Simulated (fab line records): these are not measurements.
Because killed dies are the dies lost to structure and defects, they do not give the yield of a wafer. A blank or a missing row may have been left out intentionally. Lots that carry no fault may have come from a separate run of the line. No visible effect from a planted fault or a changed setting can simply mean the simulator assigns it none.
fab line records	flow n5_finfet
record: lots: 5	wafers: 15	last_day: 18
route steps=1938 shown BEOL_M13@1674
lots that met no fault: from a run of the same line without faults
start_h: hours from the record's first day to the start of the lot's first wafer shown	wait_h: time in hours since the lot's previous step	" unchanged from the row above	L1.1+2: a row that stands for several wafers	- no value present, or no start provided	* or withheld: withheld	< > ~ a bound
route shown NAME@n: a module of which the file shows steps, and the number in the route of the first	usual: average and standard deviation across the fault-free wafers	same: alike in all rows	chamber/n: place in a boat	sites: readings site by site	_std_site: how widely they spread, as a standard deviation	_edge_site: mean of outer sites minus mean of inner sites	radius_mm: for every site, how far away it sits from the centre of the wafer	mask NAME#n: copy n	behind: the most recent tool/chamber to have shaped the wafer	hold: why the lot went on hold/how many hours it stayed there/how the hold came to an end	device: which transistor (n, p or np) failed to switch	end of line: at the end of the route, the tests of the same wafers	step lacking rows: just its recipe	killed: not the wafer's yield, but the dies lost to structure and defects at the first sort	map: per-die view of a wafer (x killed, . not killed, _ where there is no die)
set.NAME: setting as actually run; set.NAME@STEP: the setting as run at that earlier step	model.NAME: the simulator's own value behind a step, which no gauge read
lots at selected steps of the route; one table per step, one row per wafer
services: the hour from which a tool's chamber was out of use, counted from the record's first day as start_h (under 0 if before that day), plus the number of hours and why
== steps ==
step: N5_BEOL_M13_VIA_ETCH_16
recipe: chemistry: C4F8/O2/Ar	target: SiOC	pressure_mtorr: 30	source_w: 3000	bias_w: 700	Ar_flow_sccm: 400	C4F8_flow_sccm: 15	O2_flow_sccm: 8	he_inner_torr: 15	he_outer_torr: 30	target_depth_a: 9217	time_s: withheld	ion_energy_ev: 250	ends: cleared
usual: drypump_motor_current_A: 5.9/0.58	he_outer_torr: 30.00/0.055	oes_product_au: 0.73/0.074	rf_vpp_V: 665.1/2.7	showerhead_plenum_p_Torr: 3.41/0.098	throttle_valve_pct: 24.27/0.28
lot.wafer	tool	chamber	start_h	wait_h	drypump_motor_current_A	he_outer_torr	oes_product_au	rf_vpp_V	showerhead_plenum_p_Torr	throttle_valve_pct
L731.1	rie_diel-01	3	243.88	0.0	6.4	30.05	0.76	663.0	3.36	24.21
L731.2	"	2	"	"	6.1	29.97	0.83	664.6	3.31	23.66
L731.3	"	0	"	"	4.8	29.96	0.78	667.5	3.45	24.04
L733.3	rie_diel-03	3	251.46	0.0	6.3	29.96	0.64	668.3	3.54	24.26
L733.5	"	2	"	"	5.5	30.09	0.61	659.5	3.26	24.51
L733.6	"	3	"	"	6.2	30.07	0.64	670.4	3.53	24.27
L747.1	rie_diel-01	2	342.30	0.0	6.1	30.06	0.79	661.7	3.30	23.68
L747.4	"	3	"	"	6.4	30.07	0.75	662.3	3.34	24.24
L747.5	"	2	"	"	6.1	30.07	0.79	663.3	3.30	23.67
L752.1	rie_diel-03	1	396.39	0.0	5.3	30.09	0.64	663.7	3.41	24.22
L752.3	"	3	"	"	6.2	29.95	0.86	667.8	3.51	24.01
L752.5	"	3	"	"	6.3	30.02	0.86	667.7	3.51	24.00
L753.1	rie_diel-04	0	398.32	0.0	5.7	30.04	0.77	665.6	3.46	24.50
L753.2	"	1	"	"	6.5	30.09	0.67	665.0	3.44	24.44
L753.4	"	0	"	"	5.8	30.03	0.76	666.1	3.46	24.50
step: N5_BEOL_M13_STRIP_63
recipe: chemistry: N2/H2	power_w: 1000	temp_c: 250	h2_frac: 0.65	overash_fraction: 0.3	pressure_mtorr: 1000	n2_flow_sccm: 1750	h2_flow_sccm: 3250
usual: drypump_motor_current_A: 5.6/0.32	heater_power_w: 351/23	oes_product_au: 0.673/0.0047	strip_time_to_endpoint_s: 27.4/1.1
lot.wafer	tool	chamber	start_h	wait_h	drypump_motor_current_A	heater_power_w	oes_product_au	rf_hours_counter_h	strip_time_to_endpoint_s
L731.1	plasma_asher-02	0	244.15	-	5.7	330	0.676	123	28.2
L731.2	"	1	"	"	5.1	316	0.677	123	27.6
L731.3	"	1	"	"	5.1	317	0.676	-	28.3
L733.3	plasma_asher-01	1	251.71	-	5.6	366	0.675	-	27.2
L733.5	"	1	"	"	5.6	366	0.671	-	27.8
L733.6	"	0	"	"	6.0	378	0.676	-	27.2
L747.1	plasma_asher-01	1	342.53	-	5.6	358	0.672	87	27.0
L747.4	"	1	"	"	5.5	356	0.676	-	27.4
L747.5	"	0	"	"	6.0	374	0.671	-	25.4
L752.1	plasma_asher-01	1	396.62	-	5.6	359	0.672	97	26.0
L752.3	"	1	"	"	5.6	355	0.679	-	26.9
L752.5	"	0	"	"	6.0	378	0.675	-	26.6
L753.1	plasma_asher-02	1	398.56	-	5.0	321	0.675	155	27.2
L753.2	"	0	"	"	5.7	330	0.669	155	28.6
L753.4	"	0	"	"	5.8	330	0.670	-	26.4
step: N5_BEOL_M13_STRIP_64
recipe: chemistry: N2/H2	power_w: 1000	temp_c: 250	h2_frac: 0.65	overash_fraction: 0.3	pressure_mtorr: withheld	n2_flow_sccm: 1750	h2_flow_sccm: 3250
usual: drypump_motor_current_A: 5.6/0.32	heater_power_w: 351/23	oes_product_au: 0.715/0.0045	strip_time_to_endpoint_s: 31.29/0.083
lot.wafer	tool	chamber	start_h	wait_h	drypump_motor_current_A	heater_power_w	oes_product_au	rf_hours_counter_h	strip_time_to_endpoint_s
L731.1	plasma_asher-02	0	244.21	0.0	5.8	330	0.712	123	31.27
L731.2	"	1	"	"	5.0	316	0.716	123	31.35
L731.3	"	1	"	"	5.1	309	0.714	-	31.35
L733.3	plasma_asher-01	1	251.77	0.0	5.6	361	0.722	-	31.29
L733.5	"	1	"	"	5.6	361	0.713	-	31.37
L733.6	"	0	"	"	6.0	380	0.721	-	31.34
L747.1	plasma_asher-01	1	342.59	0.0	5.6	356	0.714	87	31.36
L747.4	"	1	"	"	5.6	363	0.718	-	31.46
L747.5	"	0	"	"	5.9	381	0.707	-	31.34
L752.1	plasma_asher-01	1	396.68	0.0	5.6	360	0.708	97	31.29
L752.3	"	1	"	"	5.6	360	0.716	-	31.29
L752.5	"	0	"	"	6.0	376	0.711	-	31.31
L753.1	plasma_asher-02	1	398.62	0.0	5.1	320	0.712	155	31.25
L753.2	"	0	"	"	5.7	334	0.719	155	31.27
L753.4	"	0	"	"	5.7	334	0.714	-	31.23
step: N5_BEOL_M13_STRIP_71
recipe: chemistry: post_etch_residue_remover	time_s: 60	temp_c: 25	remover_ph: withheld	remover_water_wt_pct: withheld	remover_fluoride_wt_pct: withheld
step: N5_BEOL_M13_SRD_72
recipe: time_s: 30	temp_c: 23	rinse_liquid: diw	dry: n2_spin	spin_rpm: 1500	dry_time_s: 30
step: N5_BEOL_M13_CD_MEAS_17
recipe: target_cd_nm: 190	polarity: opening
usual: cd_nm: 190.1/1.9
lot.wafer	tool	chamber	start_h	wait_h	cd_nm
L731.1	cd_sem-01	-	244.39	0.0	191.4
L731.2	"	-	"	"	191.3
L731.3	"	-	"	"	191.1
L733.3	cd_sem-03	-	251.90	0.0	193.6
L733.5	"	-	"	"	191.9
L733.6	"	-	"	"	192.1
L747.1	cd_sem-02	-	342.74	0.0	190.3
L747.4	"	-	"	"	190.2
L747.5	"	-	"	"	191.7
L752.1	cd_sem-03	-	396.83	0.0	187.7
L752.3	"	-	"	"	189.9
L752.5	"	-	"	"	187.5
L753.1	cd_sem-02	-	398.77	0.0	190.6
L753.2	"	-	"	"	191.6
L753.4	"	-	"	"	190.2
step: N5_BEOL_M13_COAT_65
recipe: resist: SOC	temp_c: 250	time_s: 60	spin_rpm: 1500	resist_thk_nm: 350
step: N5_BEOL_M13_COAT_66
recipe: resist: SiARC	temp_c: 220	time_s: 60	spin_rpm: 1500	resist_thk_nm: 110
step: N5_BEOL_M13_COAT_22
recipe: spin_rpm: 2888	resist_thk_nm: 300
step: N5_BEOL_M13_EBR_24
recipe: solvent: PGMEA	ebr_width_mm: 1.5
step: N5_BEOL_M13_SOFTBAKE_23
recipe: temp_c: 130	time_s: 60
step: N5_BEOL_M13_EXPOSE_25
recipe: mask_id: M13	na: 0.93	source_shape: conventional	sigma_outer: 0.4	polarization: unpolarized	target_cd_nm: 210	dose_mj: 22
step: N5_BEOL_M13_PEB_26
recipe: peb_temp_c: 130	peb_time_s: 90
lot.wafer	tool	chamber	start_h	wait_h
L731.1+2+3	litho_track-05	0	244.73	0.1
L733.3+5+6	litho_track-02	0	252.24	0.0
L747.1+4+5	litho_track-02	0	343.08	0.1
L752.1+3+5	litho_track-05	0	397.04	0.1
L753.1+2+4	litho_track-01	0	398.98	0.1
step: N5_BEOL_M13_DEVELOP_27
recipe: develop_time_s: 45	rinse_liquid: diw	dry: air_spin	dev_temp_c: 21
step: N5_BEOL_M13_HARDBAKE_32
recipe: temp_c: 130	time_s: 120
step: N5_BEOL_M13_CD_MEAS_28
recipe: target_cd_nm: 209.5	landing_energy_ev: 500	detector: se_inlens
usual: cd_nm: 209.6/1.6
lot.wafer	tool	chamber	start_h	wait_h	cd_nm
L731.1	cd_sem-03	0	244.85	-	210.7
L731.2	"	0	"	"	207.0
L731.3	"	0	"	"	209.3
L733.3	cd_sem-01	0	252.35	-	210.7
L733.5	"	0	"	"	210.8
L733.6	"	0	"	"	209.6
L747.1	cd_sem-01	0	343.19	-	211.7
L747.4	"	0	"	"	209.7
L747.5	"	0	"	"	208.2
L752.1	cd_sem-03	0	397.16	-	208.1
L752.3	"	0	"	"	209.6
L752.5	"	0	"	"	210.7
L753.1	cd_sem-03	0	399.10	-	210.4
L753.2	"	0	"	"	210.8
L753.4	"	0	"	"	208.9
step: N5_BEOL_M13_OVL_MEAS_29
recipe: points_per_wafer: 44
usual: M13_OVL: 1/5.3
same: points_per_wafer: 44
lot.wafer	tool	chamber	start_h	wait_h	M13_OVL[nm]
L731.1	overlay-01	0	244.88	0.0	-12
L731.2	"	0	"	"	-6
L731.3	"	0	"	"	-8
L733.3	overlay-02	0	252.38	0.0	5
L733.5	"	0	"	"	3
L733.6	"	0	"	"	10
L747.1	overlay-02	0	343.22	0.0	7
L747.4	"	0	"	"	-1
L747.5	"	0	"	"	8
L752.1	overlay-02	0	397.19	0.0	-9
L752.3	"	0	"	"	1
L752.5	"	0	"	"	3
L753.1	overlay-02	0	399.13	0.0	4
L753.2	"	0	"	"	-3
L753.4	"	0	"	"	0
step: N5_BEOL_M13_INSPECT_30
recipe: mode: adi	inspect_instrument: macro
usual: raw_defect_count: 2.1/1.4
lot.wafer	tool	chamber	start_h	wait_h	raw_defect_count
L731.1	defect_inspect-02	-	244.90	0.0	1
L731.2	"	-	"	"	2
L731.3	"	-	"	"	0
L733.3	defect_inspect-02	-	252.41	0.0	6
L733.5	"	-	"	"	3
L733.6	"	-	"	"	1
L747.1	defect_inspect-02	-	343.24	0.0	2
L747.4	"	-	"	"	3
L747.5	"	-	"	"	1
L752.1	defect_inspect-02	-	397.21	0.0	3
L752.3	"	-	"	"	3
L752.5	"	-	"	"	1
L753.1	defect_inspect-01	-	399.15	0.0	3
L753.2	"	-	"	"	2
L753.4	"	-	"	"	3
step: N5_BEOL_M13_DESCUM_33
recipe: chemistry: O2	time_s: 7.9	source_power_w: 50	bias_power_w: 20	pressure_mtorr: 20	rf_frequency_hz: 2.712e+07	temp_c: 40	o2_flow_sccm: 225
usual: drypump_motor_current_A: 5.7/0.55	oes_product_au: 0.80/0.092	rf_vpp_V: 243.4/1.3	showerhead_plenum_p_Torr: 2.11/0.071	throttle_valve_pct: 20.41/0.27
same: time_s: 7.9
lot.wafer	tool	chamber	start_h	wait_h	drypump_motor_current_A	oes_product_au	rf_hours_counter_h	rf_vpp_V	showerhead_plenum_p_Torr	throttle_valve_pct	model.BEOL_M13.cd_nm
L731.1	rie_diel-04	2	244.94	0.0	5.7	0.85	43	242.5	2.15	20.67	210.4
L731.2	"	1	"	"	6.5	0.79	121	243.4	2.10	20.47	207.4
L731.3	"	0	"	"	5.7	0.94	10	242.0	2.13	20.60	209.2
L733.3	rie_diel-03	2	252.51	0.1	5.5	0.68	245	240.4	1.99	20.83	210.8
L733.5	"	2	"	"	5.5	0.68	-	242.3	1.99	20.82	210.8
L733.6	"	3	"	"	6.3	0.71	-	244.0	2.17	20.47	209.6
L747.1	rie_diel-04	3	343.28	0.0	6.6	0.68	237	242.3	1.99	20.92	212
L747.4	"	0	"	"	5.7	0.87	38	242.3	2.12	20.64	209.4
L747.5	"	2	"	"	5.7	0.81	-	243.8	2.14	20.71	208.2
L752.1	rie_diel-04	0	397.25	0.0	5.7	0.85	54	242.3	2.12	20.66	-
L752.3	"	1	"	"	6.5	0.74	162	243.1	2.09	20.54	210
L752.5	"	2	"	"	5.7	0.80	-	243.4	2.14	20.75	210.6
L753.1	rie_diel-04	1	399.19	0.0	6.5	0.75	164	243.5	2.09	20.55	210.4
L753.2	"	0	"	"	5.7	0.85	55	245.2	2.12	20.65	210.8
L753.4	"	1	"	"	6.5	0.74	-	244.3	2.09	20.53	209
step: N5_BEOL_M13_ETCH_67
recipe: chemistry: CF4	target: SiARC	target_depth_a: 1430	time_s: 238.3	ion_energy_ev: 80	pressure_mtorr: 40	source_w: 545	bias_w: 36	Ar_flow_sccm: 100	cf4_flow_sccm: 100	ends: cleared
step: N5_BEOL_M13_ETCH_68
recipe: chemistry: N2/H2	target: SOC	mask_material: SiARC	source_w: 3000	bias_w: 350	temp_c: 40	time_s: 355	ion_energy_ev: 200	pressure_mtorr: 30	n2_flow_sccm: 200	h2_flow_sccm: 200
usual: drypump_motor_current_A: 5.7/0.55	oes_product_au: 0.81/0.091	rf_vpp_V: 524.4/2.3	showerhead_plenum_p_Torr: 2.56/0.077	throttle_valve_pct: 17.71/0.27
same: time_s: 355
lot.wafer	tool	chamber	start_h	wait_h	drypump_motor_current_A	oes_product_au	rf_hours_counter_h	rf_vpp_V	showerhead_plenum_p_Torr	throttle_valve_pct
L731.1	rie_diel-04	2	245.12	0.1	5.7	0.85	43	525.0	2.61	18.03
L731.2	"	1	"	"	6.5	0.79	121	524.5	2.54	17.76
L731.3	"	0	"	"	5.7	0.95	10	524.6	2.61	17.98
L733.3	rie_diel-03	2	252.69	0.1	5.5	0.68	245	519.3	2.39	17.96
L733.5	"	2	"	"	5.5	0.68	-	519.0	2.39	17.96
L733.6	"	3	"	"	6.2	0.70	-	525.6	2.61	17.66
L747.1	rie_diel-04	3	343.46	0.1	6.6	0.69	237	520.3	2.41	18.18
L747.4	"	0	"	"	5.8	0.89	38	525.6	2.60	18.04
L747.5	"	2	"	"	5.7	0.81	-	524.4	2.59	18.07
L752.1	rie_diel-04	0	397.43	0.1	5.7	0.86	54	525.5	2.59	18.06
L752.3	"	1	"	"	6.5	0.74	163	523.9	2.52	17.82
L752.5	"	2	"	"	5.7	0.79	-	524.1	2.59	18.08
L753.1	rie_diel-04	1	399.37	0.1	6.5	0.75	164	522.9	2.52	17.82
L753.2	"	0	"	"	5.7	0.85	55	525.2	2.59	18.06
L753.4	"	1	"	"	6.5	0.74	-	523.1	2.52	17.84
step: N5_BEOL_M13_STRIP_69
recipe: chemistry: N2/H2	temp_c: 40	n2_flow_sccm: 200	h2_flow_sccm: 200	rf_frequency_hz: 6e+07
step: N5_BEOL_M13_TRENCH_ETCH_34
recipe: chemistry: C4F8/O2/Ar	target: SiOC	target_depth_a: 4134.7	mask_material: SOC	pressure_mtorr: 30	source_w: 3000	bias_w: 700	Ar_flow_sccm: 400	C4F8_flow_sccm: 15	O2_flow_sccm: 8	he_inner_torr: 15	he_outer_torr: 30	time_s: 162.6	ion_energy_ev: 250
step: N5_BEOL_M13_STRIP_70
recipe: chemistry: C4F8/O2/Ar	resist: SiARC	rf_frequency_hz: 6e+07
step: N5_BEOL_M13_OCD_MEAS_35
usual: trench_depth_nm: 414/6.8
lot.wafer	tool	chamber	start_h	wait_h	trench_depth_nm
L731.1	ocd-01	-	245.51	0.0	416
L731.2	"	-	"	"	413
L731.3	"	-	"	"	425
L733.3	ocd-02	-	253.09	0.0	409
L733.5	"	-	"	"	403
L733.6	"	-	"	"	408
L747.1	ocd-01	-	343.86	0.0	402
L747.4	"	-	"	"	425
L747.5	"	-	"	"	413
L752.1	ocd-01	-	397.82	0.0	418
L752.3	"	-	"	"	412
L752.5	"	-	"	"	404
L753.1	ocd-02	-	399.76	0.0	416
L753.2	"	-	"	"	426
L753.4	"	-	"	"	416
step: N5_BEOL_M13_STRIP_37
recipe: chemistry: N2/H2	power_w: 1000	temp_c: 250	h2_frac: 0.65	overash_fraction: 0.3	pressure_mtorr: withheld	n2_flow_sccm: 1750	h2_flow_sccm: 3250
usual: drypump_motor_current_A: 5.6/0.33	heater_power_w: 347/24	oes_product_au: 0.784/0.012
lot.wafer	tool	chamber	start_h	wait_h	drypump_motor_current_A	heater_power_w	oes_product_au	rf_hours_counter_h
L731.1	plasma_asher-01	0	245.55	0.0	6.0	386	0.781	69
L731.2	"	1	"	"	5.5	358	0.804	69
L731.3	"	0	"	"	6.0	364	0.795	-
L733.3	plasma_asher-02	0	253.15	0.1	5.7	336	0.783	-
L733.5	"	0	"	"	5.7	333	0.780	-
L733.6	"	1	"	"	5.0	310	0.787	-
L747.1	plasma_asher-01	1	343.89	0.0	5.6	364	0.768	88
L747.4	"	0	"	"	6.0	371	0.784	-
L747.5	"	0	"	"	6.0	378	0.798	-
L752.1	plasma_asher-01	1	397.86	0.0	5.5	358	0.764	97
L752.3	"	0	"	"	6.0	377	0.782	-
L752.5	"	0	"	"	6.0	381	0.796	-
L753.1	plasma_asher-02	1	399.80	0.0	5.1	312	0.785	155
L753.2	"	0	"	"	5.7	331	0.761	155
L753.4	"	1	"	"	5.0	314	0.749	-
step: N5_BEOL_M13_ETCH_38
recipe: chemistry: CF4/N2	target: SiCN	target_depth_a: 675	taper_deg: 2	time_s: 71.9	ion_energy_ev: 150	mask_material: SiO2	pressure_mtorr: 40	source_w: 430	bias_w: 70	Ar_flow_sccm: 100	cf4_flow_sccm: 60	n2_flow_sccm: 60
usual: drypump_motor_current_A: 5.8/0.59	oes_product_au: 0.82/0.088	rf_vpp_V: 382.1/1.7	showerhead_plenum_p_Torr: 2.20/0.064	throttle_valve_pct: 15.39/0.23
same: time_s: 71.9
lot.wafer	tool	chamber	start_h	wait_h	drypump_motor_current_A	oes_product_au	rf_hours_counter_h	rf_vpp_V	showerhead_plenum_p_Torr	throttle_valve_pct	model.BEOL_M13.cd_nm
L731.1	rie_diel-01	3	246.77	-	6.3	0.84	77	380.8	2.15	15.31	212
L731.2	"	2	"	"	6.1	0.93	37	381.4	2.16	15.06	205.2
L731.3	"	0	"	"	4.8	0.86	65	382.4	2.23	15.25	208.4
L733.3	rie_diel-03	2	253.22	-	5.5	0.67	245	381.0	2.09	15.73	208.6
L733.5	"	3	"	"	6.2	0.70	-	384.0	2.27	15.54	208
L733.6	"	0	"	"	5.0	0.84	-	383.3	2.22	15.03	209.8
L747.1	rie_diel-01	2	348.38	-	6.1	0.88	65	380.2	2.15	15.12	212.4
L747.4	"	2	"	"	6.1	0.89	-	380.7	2.15	15.11	209.4
L747.5	"	0	"	"	4.7	0.82	-	384.4	2.22	15.30	210.4
L752.1	rie_diel-01	0	399.83	-	4.8	0.81	110	382.2	2.21	15.33	208.8
L752.3	"	3	"	"	6.4	0.80	116	378.0	2.14	15.40	209.8
L752.5	"	1	"	"	5.2	0.96	-	382.8	2.15	15.34	211.4
L753.1	rie_diel-03	1	400.30	-	5.3	0.72	223	381.5	2.19	15.42	210.8
L753.2	"	0	"	"	5.0	0.77	139	382.7	2.20	15.14	211.6
L753.4	"	2	"	"	5.5	0.87	41	383.7	2.34	15.26	209.2
step: N5_BEOL_M13_PRECLEAN_39
recipe: chemistry: residue_remover	time_s: 60	temp_c: 40
== services ==
tool	chamber	start_h	hours	kind
rie_diel-04	1	221.30	13.8	repair
rie_diel-01	1	240.27	4.0	repair
rie_diel-03	2	265.86	-	clean
rie_diel-03	2	265.86	-	consumable_replace:focus_ring
rie_diel-03	2	265.86	-	consumable_replace:showerhead
rie_diel-03	2	265.86	14.9	scheduled_down
rie_diel-03	2	265.86	14.9	vent_cycle
rie_diel-04	2	273.35	7.5	repair
rie_diel-03	3	316.84	-	clean
rie_diel-03	3	316.84	-	consumable_replace:focus_ring
rie_diel-03	3	316.84	13.1	scheduled_down
rie_diel-03	3	316.84	13.1	vent_cycle
rie_diel-01	1	324.46	-	clean
rie_diel-01	1	324.46	-	consumable_replace:focus_ring
rie_diel-04	1	328.93	6.7	repair
plasma_asher-01	-	344.97	2.8	pm
rie_diel-01	3	357.36	12.1	repair
rie_diel-01	2	358.45	3.4	repair
rie_diel-01	3	384.83	1.3	repair
rie_diel-04	3	384.99	-	clean
rie_diel-04	3	384.99	-	consumable_replace:focus_ring
rie_diel-04	3	384.99	-	consumable_replace:showerhead
rie_diel-04	3	384.99	17.4	scheduled_down
rie_diel-04	3	384.99	17.4	vent_cycle
== key ==
first_sign none at tools or gauges
model_effect: step: N5_BEOL_M13_DESCUM_33	value: BEOL_M13.cd_nm	without: 208.6	struck: 212
model_effect: step: N5_BEOL_M13_ETCH_38	value: BEOL_M13.cd_nm	without: 209.2	struck: 212.4
met_at N5_BEOL_M13_PEB_26
struck_wafers L747.1
onset_between 252.24 343.08
fault: kind: process_parameter_drift	tool: litho_track-02	chamber: -	onset_h: 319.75	steps: N5_BEOL_M13_PEB_26	channel: peb_time_s	offset: *	shape: step	end_h: 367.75	scope: struck_wafers_only	acts_in: *	stated: *
